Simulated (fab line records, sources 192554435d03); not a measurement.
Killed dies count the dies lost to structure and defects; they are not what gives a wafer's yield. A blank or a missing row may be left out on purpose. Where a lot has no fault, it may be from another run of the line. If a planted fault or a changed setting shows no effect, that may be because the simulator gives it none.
fab line records -- flow n5_finfet
record lots=5, wafers=15, last_day=17
route steps=1938 shown BEOL_M7@1287 PASSIVATION@1936
lots that met no fault: taken from a fault-free run of the same line
start_h: the number of hours between the record's first day and the start of the first shown wafer of the lot -- wait_h: hours from the lot's prior step to this one -- " unchanged from the row above -- L1.1+2: one row covering several wafers at once -- - either no value or no given start -- * or withheld: withheld -- < > ~ a bound
route shown NAME@n: names a module that has steps shown in the file, with the first one's number in the route -- usual: the fault-free wafers' mean and standard deviation -- same: alike in all rows -- chamber/n: place in a boat -- sites: the reading at each site -- _std_site: their standard deviation -- _edge_site: outer sites' mean less inner sites' -- radius_mm: for every site, how far away it sits from the centre of the wafer -- mask NAME#n: copy n -- behind: tool/chamber where the wafer was last shaped -- hold: reason for holding the lot/hours on hold/outcome of the hold -- device: names the non-switching transistor (n, p or np) -- end of line: tests run on the same wafers once the route is complete -- step lacking rows: just its recipe -- killed: dies lost to structure and defects at the first sort, not the wafer's yield -- map: dies across one wafer; x = killed, . = not, _ = none there
set.NAME: setting as actually run; set.NAME@STEP: the setting as run at that earlier step -- model.NAME: the simulator's own value behind a step, which no gauge read
lots at some steps of the route; a table a step, a row a wafer
services: from which hour (start_h, from the record's first day; less than 0 if before it) a tool's chamber was out of use, for how many hours, and why
## steps
# step N5_BEOL_M7_COAT_63
# recipe resist=SOC, temp_c=250, time_s=60, spin_rpm=1500, resist_thk_nm=60
# step N5_BEOL_M7_COAT_64
# recipe resist=SiARC, temp_c=220, time_s=60, spin_rpm=1500, resist_thk_nm=12
# step N5_BEOL_M7_COAT_71
# recipe resist=underlayer, temp_c=205, time_s=60, spin_rpm=1500, resist_thk_nm=5
# step N5_BEOL_M7_COAT_22
# recipe resist=CAR-EUV, spin_rpm=1500, resist_thk_nm=30
# step N5_BEOL_M7_EBR_24
# recipe solvent=PGMEA, ebr_width_mm=1.5
# step N5_BEOL_M7_SOFTBAKE_23
# recipe temp_c=110, time_s=60, resist=CAR-EUV
# step N5_BEOL_M7_EXPOSE_25
# recipe mask_id=V6, na=0.33, source_shape=annular, sigma_inner=0.4, sigma_outer=0.8, polarization=unpolarized, target_cd_nm=40, dose_mj=42.5
# step N5_BEOL_M7_PEB_26
# recipe peb_temp_c=100, peb_time_s=60, resist=CAR-EUV
# step N5_BEOL_M7_DEVELOP_27
# recipe develop_time_s=30, developer=TMAH, resist=CAR-EUV, rinse_liquid=surfactant_rinse, dry=air_spin, dev_temp_c=23
# step N5_BEOL_M7_CD_MEAS_28
# recipe target_cd_nm=40, landing_energy_ev=500, detector=se_inlens
# usual cd_nm=39.97/0.27
lot.wafer,tool,chamber,start_h,wait_h,cd_nm
L770.1,cd_sem-03,0,203.30,-,39.77
L770.5,cd_sem-03,0,203.30,-,40.21
L770.6,cd_sem-03,0,203.30,-,40.29
L778.1,cd_sem-02,0,251.43,-,39.63
L778.4,cd_sem-02,0,251.43,-,40.21
L778.5,cd_sem-02,0,251.43,-,39.84
L779.1,cd_sem-01,0,259.98,-,40.01
L779.3,cd_sem-01,0,259.98,-,40.04
L779.4,cd_sem-01,0,259.98,-,39.44
L787.1,cd_sem-02,0,309.03,-,40.41
L787.2,cd_sem-02,0,309.03,-,40.00
L787.5,cd_sem-02,0,309.03,-,39.85
L789.1,cd_sem-01,0,322.30,-,40.20
L789.5,cd_sem-01,0,322.30,-,39.97
L789.6,cd_sem-01,0,322.30,-,40.09
# step N5_BEOL_M7_OVL_MEAS_29
# recipe points_per_wafer=522
# usual V6_OVL=0.0/0.71
lot.wafer,tool,chamber,start_h,wait_h,V6_OVL[nm]
L770.1,overlay-01,0,203.33,0.0,0.1
L770.5,overlay-01,0,203.33,0.0,-0.4
L770.6,overlay-01,0,203.33,0.0,0.4
L778.1,overlay-01,0,251.46,0.0,0.7
L778.4,overlay-01,0,251.46,0.0,-0.4
L778.5,overlay-01,0,251.46,0.0,-0.3
L779.1,overlay-01,0,260.01,0.0,0.2
L779.3,overlay-01,0,260.01,0.0,1.6
L779.4,overlay-01,0,260.01,0.0,1.0
L787.1,overlay-01,0,309.06,0.0,0.2
L787.2,overlay-01,0,309.06,0.0,1.0
L787.5,overlay-01,0,309.06,0.0,-0.2
L789.1,overlay-01,0,322.33,0.0,-1.1
L789.5,overlay-01,0,322.33,0.0,-0.6
L789.6,overlay-01,0,322.33,0.0,-0.5
# step N5_BEOL_M7_INSPECT_30
# recipe mode=adi, inspect_instrument=brightfield
# usual raw_defect_count=391/84
lot.wafer,tool,chamber,start_h,wait_h,raw_defect_count
L770.1,defect_inspect-02,-,203.39,0.1,252
L770.5,defect_inspect-02,-,203.39,0.1,478
L770.6,defect_inspect-02,-,203.39,0.1,364
L778.1,defect_inspect-02,-,251.52,0.1,436
L778.4,defect_inspect-02,-,251.52,0.1,466
L778.5,defect_inspect-02,-,251.52,0.1,629
L779.1,defect_inspect-02,-,260.07,0.1,357
L779.3,defect_inspect-02,-,260.07,0.1,332
L779.4,defect_inspect-02,-,260.07,0.1,572
L787.1,defect_inspect-01,-,309.12,0.1,442
L787.2,defect_inspect-01,-,309.12,0.1,249
L787.5,defect_inspect-01,-,309.12,0.1,269
L789.1,defect_inspect-02,-,322.38,0.1,355
L789.5,defect_inspect-02,-,322.38,0.1,275
L789.6,defect_inspect-02,-,322.38,0.1,298
# step N5_BEOL_M7_DESCUM_33
# recipe chemistry=O2, time_s=7, source_power_w=50, bias_power_w=20, pressure_mtorr=20, rf_frequency_hz=2.712e+07, temp_c=40, resist=CAR-EUV, o2_flow_sccm=225
# usual drypump_motor_current_A=5.7/0.58, o2_flow_sccm=224.9/0.7, oes_product_au=0.80/0.085, rf_vpp_V=243.2/1.2, showerhead_plenum_p_Torr=2.09/0.069, temp_c=39.99/0.099, throttle_valve_pct=20.33/0.3
lot.wafer,tool,chamber,start_h,wait_h,drypump_motor_current_A,o2_flow_sccm,oes_product_au,rf_hours_counter_h,rf_vpp_V,showerhead_plenum_p_Torr,temp_c,throttle_valve_pct,model.CAR-EUV_of_BEOL_M7_COAT_22.thk_nm,model.BEOL_M7.cd_nm
L770.1,rie_diel-04,1,203.88,0.5,6.5,223.8,0.80,112,243.6,2.10,40.02,20.46,26.2,39.8
L770.5,rie_diel-04,2,203.88,0.5,5.7,224.6,0.88,-,244.0,2.16,40.01,20.63,26.2,40
L770.6,rie_diel-04,1,203.88,0.5,6.5,224.1,0.79,-,242.9,2.10,40.12,20.46,26,40.2
L778.1,rie_diel-01,2,251.55,0.0,6.1,225.3,0.90,39,240.3,2.02,39.94,19.83,26,40.2
L778.4,rie_diel-01,1,251.55,0.0,5.2,224.5,0.70,230,243.2,2.06,40.13,20.79,26.2,40.2
L778.5,rie_diel-01,0,251.55,0.0,4.7,223.8,0.86,-,244.2,2.11,39.99,20.19,26.2,40
L779.1,rie_diel-01,1,260.10,0.0,5.2,225.8,0.69,233,242.3,2.06,39.92,20.80,26.2,40.2
L779.3,rie_diel-01,3,260.10,0.0,6.4,224.1,0.86,82,243.6,2.03,39.99,20.30,26.2,40
L779.4,rie_diel-01,0,260.10,0.0,4.8,224.7,0.85,69,243.1,2.11,39.98,20.21,25,40.2
L787.1,rie_diel-03,2,309.15,0.0,5.5,225.5,0.94,11,245.3,2.25,39.99,20.32,26.2,40
L787.2,rie_diel-03,0,309.15,0.0,5.0,225.6,0.81,110,242.5,2.11,40.01,20.07,26.2,40.2
L787.5,rie_diel-03,2,309.15,0.0,5.5,225.6,0.95,-,245.0,2.25,40.16,20.32,26.2,39.8
L789.1,rie_diel-03,0,322.42,0.0,5.0,225.3,0.80,115,243.2,2.10,40.20,20.08,26,40
L789.5,rie_diel-03,1,322.42,0.0,5.3,224.7,0.73,-,243.4,2.05,39.87,20.17,26,39.8
L789.6,rie_diel-03,0,322.42,0.0,5.0,224.7,0.80,-,243.9,2.10,40.07,20.08,26,40
# step N5_BEOL_M7_ETCH_72
# recipe chemistry=N2/H2, target=underlayer, target_depth_a=65, mask_material=CAR-EUV, time_s=5.2, ion_energy_ev=200, pressure_mtorr=30, source_w=840, bias_w=150, n2_flow_sccm=200, h2_flow_sccm=200, ends=cleared
# usual drypump_motor_current_A=5.7/0.58, etch_rf_on_time_s=5.20/0.13, oes_product_au=0.68/0.071, rf_vpp_V=523.8/2.5, showerhead_plenum_p_Torr=2.54/0.074, throttle_valve_pct=17.75/0.24
lot.wafer,tool,chamber,start_h,wait_h,drypump_motor_current_A,etch_rf_on_time_s,oes_product_au,rf_hours_counter_h,rf_vpp_V,showerhead_plenum_p_Torr,throttle_valve_pct
L770.1,rie_diel-04,1,203.91,0.0,6.5,5.24,0.66,112,524.8,2.55,17.83
L770.5,rie_diel-04,2,203.91,0.0,5.7,5.33,0.73,-,524.5,2.61,18.07
L770.6,rie_diel-04,1,203.91,0.0,6.5,5.26,0.66,-,524.5,2.55,17.83
L778.1,rie_diel-01,2,251.59,0.0,6.1,4.97,0.79,39,523.8,2.50,17.55
L778.4,rie_diel-01,1,251.59,0.0,5.2,5.25,0.59,230,523.6,2.51,18.25
L778.5,rie_diel-01,0,251.59,0.0,4.7,5.13,0.74,-,523.9,2.57,17.61
L779.1,rie_diel-01,1,260.13,0.0,5.2,5.22,0.59,233,523.7,2.51,18.25
L779.3,rie_diel-01,3,260.13,0.0,6.4,5.24,0.72,82,522.1,2.47,17.73
L779.4,rie_diel-01,0,260.13,0.0,4.7,5.13,0.74,69,526.2,2.56,17.62
L787.1,rie_diel-03,2,309.19,0.0,5.5,5.23,0.79,11,529.6,2.70,17.55
L787.2,rie_diel-03,0,309.19,0.0,5.0,5.16,0.69,110,525.4,2.56,17.48
L787.5,rie_diel-03,2,309.19,0.0,5.5,5.24,0.79,-,528.2,2.70,17.55
L789.1,rie_diel-03,0,322.45,0.0,5.0,5.15,0.69,115,523.4,2.55,17.47
L789.5,rie_diel-03,1,322.45,0.0,5.3,5.10,0.64,-,525.2,2.52,17.77
L789.6,rie_diel-03,0,322.45,0.0,5.0,5.22,0.69,-,522.2,2.55,17.51
# step N5_BEOL_M7_ETCH_65
# recipe chemistry=CF4, target=SiARC, target_depth_a=156, mask_material=CAR-EUV, time_s=26, ion_energy_ev=80, pressure_mtorr=40, source_w=545, bias_w=36, Ar_flow_sccm=100, cf4_flow_sccm=100, ends=cleared
# usual drypump_motor_current_A=5.7/0.59, etch_rf_on_time_s=26.2/0.72, oes_product_au=0.68/0.072, rf_vpp_V=184.1/1.1, showerhead_plenum_p_Torr=2.14/0.065, throttle_valve_pct=15.54/0.24
lot.wafer,tool,chamber,start_h,wait_h,drypump_motor_current_A,etch_rf_on_time_s,oes_product_au,rf_hours_counter_h,rf_vpp_V,showerhead_plenum_p_Torr,throttle_valve_pct,model.CAR-EUV_of_BEOL_M7_COAT_22.thk_nm
L770.1,rie_diel-04,1,203.93,0.0,6.5,26.7,0.66,112,184.6,2.16,15.61,11.2
L770.5,rie_diel-04,2,203.93,0.0,5.7,26.8,0.72,-,185.6,2.20,15.67,11.2
L770.6,rie_diel-04,1,203.93,0.0,6.5,26.4,0.67,-,183.7,2.16,15.60,11
L778.1,rie_diel-01,2,251.60,0.0,6.1,25.1,0.78,39,183.6,2.09,15.23,11
L778.4,rie_diel-01,1,251.60,0.0,5.2,26.3,0.59,230,185.1,2.10,15.94,11.2
L778.5,rie_diel-01,0,251.60,0.0,4.7,26.2,0.73,-,184.4,2.17,15.45,11.2
L779.1,rie_diel-01,1,260.15,0.0,5.2,26.0,0.59,233,182.8,2.09,15.95,11.2
L779.3,rie_diel-01,3,260.15,0.0,6.4,26.5,0.71,82,182.4,2.09,15.49,11.4
L779.4,rie_diel-01,0,260.15,0.0,4.8,26.0,0.73,69,183.7,2.17,15.46,10.2
L787.1,rie_diel-03,2,309.20,0.0,5.5,26.6,0.79,11,186.3,2.28,15.41,11.4
L787.2,rie_diel-03,0,309.20,0.0,5.0,26.1,0.69,110,183.8,2.15,15.24,11.2
L787.5,rie_diel-03,2,309.20,0.0,5.5,26.7,0.79,-,186.2,2.28,15.38,11.4
L789.1,rie_diel-03,0,322.47,0.0,5.1,25.8,0.68,115,183.8,2.15,15.26,11.2
L789.5,rie_diel-03,1,322.47,0.0,5.3,25.2,0.63,-,182.1,2.13,15.53,11.2
L789.6,rie_diel-03,0,322.47,0.0,5.0,25.6,0.69,-,183.8,2.15,15.26,11
# step N5_BEOL_M7_ETCH_66
# recipe chemistry=N2/H2, target=SOC, target_depth_a=800, overetch_a=160, mask_material=SiARC, temp_c=40, time_s=120, ion_energy_ev=200, pressure_mtorr=30, source_w=840, bias_w=150, n2_flow_sccm=200, h2_flow_sccm=200
# usual drypump_motor_current_A=5.7/0.58, oes_product_au=0.61/0.06, rf_vpp_V=523.8/2.3, showerhead_plenum_p_Torr=2.54/0.074, temp_c=40.01/0.11, throttle_valve_pct=17.71/0.24
lot.wafer,tool,chamber,start_h,wait_h,drypump_motor_current_A,oes_product_au,rf_hours_counter_h,rf_vpp_V,showerhead_plenum_p_Torr,temp_c,throttle_valve_pct
L770.1,rie_diel-04,1,203.96,0.0,6.5,0.60,112,524.9,2.55,39.98,17.79
L770.5,rie_diel-04,2,203.96,0.0,5.7,0.67,-,525.3,2.61,40.02,18.03
L770.6,rie_diel-04,1,203.96,0.0,6.5,0.61,-,524.5,2.55,40.08,17.79
L778.1,rie_diel-01,2,251.63,0.0,6.2,0.68,39,521.1,2.50,40.03,17.51
L778.4,rie_diel-01,1,251.63,0.0,5.2,0.53,230,522.8,2.51,40.12,18.18
L778.5,rie_diel-01,0,251.63,0.0,4.8,0.65,-,525.7,2.56,39.95,17.56
L779.1,rie_diel-01,1,260.18,0.0,5.2,0.53,233,523.9,2.50,39.99,18.18
L779.3,rie_diel-01,3,260.18,0.0,6.4,0.65,82,521.2,2.47,40.02,17.70
L779.4,rie_diel-01,0,260.18,0.0,4.7,0.65,69,524.9,2.56,40.05,17.58
L787.1,rie_diel-03,2,309.23,0.0,5.5,0.71,11,529.0,2.70,40.00,17.50
L787.2,rie_diel-03,0,309.23,0.0,5.0,0.62,110,524.0,2.56,39.97,17.43
L787.5,rie_diel-03,2,309.23,0.0,5.5,0.71,-,528.7,2.70,39.82,17.51
L789.1,rie_diel-03,0,322.50,0.0,5.0,0.61,116,524.3,2.56,40.06,17.44
L789.5,rie_diel-03,1,322.50,0.0,5.3,0.55,-,523.5,2.52,40.22,17.72
L789.6,rie_diel-03,0,322.50,0.0,5.0,0.61,-,524.0,2.56,39.97,17.44
# step N5_PASSIVATION_PROBE_49
# usual defect_limited_yield=90.9/1.5, killed_at_M0_to_M3=36/10, killed_at_M4_up=13/5.5, killed_at_contacts=12/5.6, killed_at_front_end=42/12, killed_at_other=4/3.2, killed_dies=108/18, killed_on_rim=15/4.1, killed_open=71/13, killed_short=34/7.8, sort_bin_5_function=5.4/1, sort_bin_6_memory=3.4/0.68, sort_n_pass=1072/18, sort_yield_pct=90.9/1.5
# same gross_dies=1180, killed_at_back_side=0, sort_bin_4_leakage[%]=0, sort_bin_8_speed[%]=0
lot.wafer,tool,chamber,start_h,wait_h,defect_limited_yield[%],killed_at_M0_to_M3,killed_at_M4_up,killed_at_contacts,killed_at_front_end,killed_at_other,killed_dies,killed_on_rim,killed_open,killed_short,sort_bin_5_function[%],sort_bin_6_memory[%],sort_n_pass,sort_yield_pct[%]
L770.1,prober-01,-,271.70,0.0,90.5,25,12,20,51,4,112,21,76,28,5.6,3.1,1068,90.5
L770.5,prober-01,-,271.90,0.2,89.5,29,22,13,57,3,124,18,82,42,6.4,3.4,1056,89.5
L770.6,prober-01,-,271.95,0.3,89.1,35,22,8,63,1,129,22,77,44,6.2,3.6,1051,89.1
L779.1,prober-01,-,347.91,0.0,91.4,40,18,8,31,5,102,16,73,29,5.0,3.4,1078,91.4
L779.3,prober-01,-,348.01,0.1,92.1,45,15,8,19,6,93,9,66,26,4.9,2.8,1087,92.1
L779.4,prober-01,-,348.06,0.2,91.9,34,9,16,35,2,96,11,66,27,5.3,2.6,1084,91.9
# killed by level:class
L770.1 STI_FIN_REVEAL:geometric_particle:open=17 MOL_CONTACT_COAG:geometric_particle:open=16 HKMG_FIN:area_etch=8 GATE_CUT:geometric_particle:short=7 BEOL_M2:geometric_particle:open=7 BEOL_M4:geometric_particle:open=7 DUMMY_GATE:geometric_particle:open=4 GATE_CUT:geometric_particle:open=4
L770.5 STI_FIN_REVEAL:geometric_particle:open=24 BEOL_M5:geometric_particle:open=9 BEOL_M0_SAQP:geometric_particle:short=8 BEOL_M0_SAQP:geometric_particle:open=8 MOL_CONTACT_COAG:geometric_particle:open=7 FIN_SAQP:geometric_particle:short=6 MOL_CONTACT_COAG:geometric_particle:short=6 BEOL_M4:geometric_particle:open=6
L770.6 STI_FIN_REVEAL:geometric_particle:open=15 BEOL_M0_SAQP:geometric_particle:open=10 BEOL_M4:geometric_particle:open=10 GATE_CUT:geometric_particle:short=9 BEOL_M0_SAQP:geometric_particle:short=8 HKMG_FIN:area_etch=8 MOL_CONTACT_COAG:geometric_particle:open=7 FIN_SAQP:geometric_particle:short=5
L779.1 BEOL_M4:geometric_particle:open=13 BEOL_M2:geometric_particle:open=12 FIN_SAQP:geometric_particle:open=9 DUMMY_GATE:geometric_particle:open=9 BEOL_M0_SAQP:geometric_particle:short=8 MOL_CONTACT_COAG:geometric_particle:open=7 BEOL_M0_SAQP:geometric_particle:open=7 BEOL_M3:geometric_particle:open=6
L779.3 BEOL_M1:geometric_particle:open=11 MOL_CONTACT_COAG:geometric_particle:open=8 BEOL_M0_SAQP:geometric_particle:open=7 BEOL_M3:geometric_particle:open=6 BEOL_M2:geometric_particle:open=6 DUMMY_GATE:geometric_particle:open=5 FIN_SAQP:geometric_particle:open=4 BEOL_M0_SAQP:geometric_particle:short=4
L779.4 MOL_CONTACT_COAG:geometric_particle:open=15 DUMMY_GATE:geometric_particle:open=10 BEOL_M0_SAQP:geometric_particle:short=9 STI_FIN_REVEAL:geometric_particle:open=7 BEOL_M0_SAQP:geometric_particle:open=6 BEOL_M0:geometric_particle:open=6 FIN_SAQP:geometric_particle:short=5 BEOL_M1:geometric_particle:open=4
## services
tool,chamber,start_h,hours,kind
rie_diel-04,0,197.34,-,clean
rie_diel-04,0,197.34,-,consumable_replace:focus_ring
rie_diel-04,0,197.34,18.8,scheduled_down
rie_diel-04,0,197.34,18.8,vent_cycle
rie_diel-04,1,221.30,13.8,repair
rie_diel-01,1,240.27,4.0,repair
rie_diel-03,2,265.86,-,clean
rie_diel-03,2,265.86,-,consumable_replace:focus_ring
rie_diel-03,2,265.86,-,consumable_replace:showerhead
rie_diel-03,2,265.86,14.9,scheduled_down
rie_diel-03,2,265.86,14.9,vent_cycle
rie_diel-04,2,273.35,7.5,repair
rie_diel-03,3,316.84,-,clean
rie_diel-03,3,316.84,-,consumable_replace:focus_ring
rie_diel-03,3,316.84,13.1,scheduled_down
rie_diel-03,3,316.84,13.1,vent_cycle
## key
first_sign none at tools or gauges
model_effect step=N5_BEOL_M7_DESCUM_33, value=CAR-EUV_of_BEOL_M7_COAT_22.thk_nm, without=26.2, struck=25
model_effect step=N5_BEOL_M7_ETCH_65, value=CAR-EUV_of_BEOL_M7_COAT_22.thk_nm, without=11.2, struck=10.2
met_at N5_BEOL_M7_DESCUM_33
struck_wafers L779.4
onset_between 251.55 260.10
fault kind=process_parameter_drift, tool=rie_diel-01, chamber=-, onset_h=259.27, steps=N5_BEOL_M7_DESCUM_33, channel=time_s, offset=*, shape=step, end_h=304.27, scope=struck_wafers_only, acts_in=*, stated=*
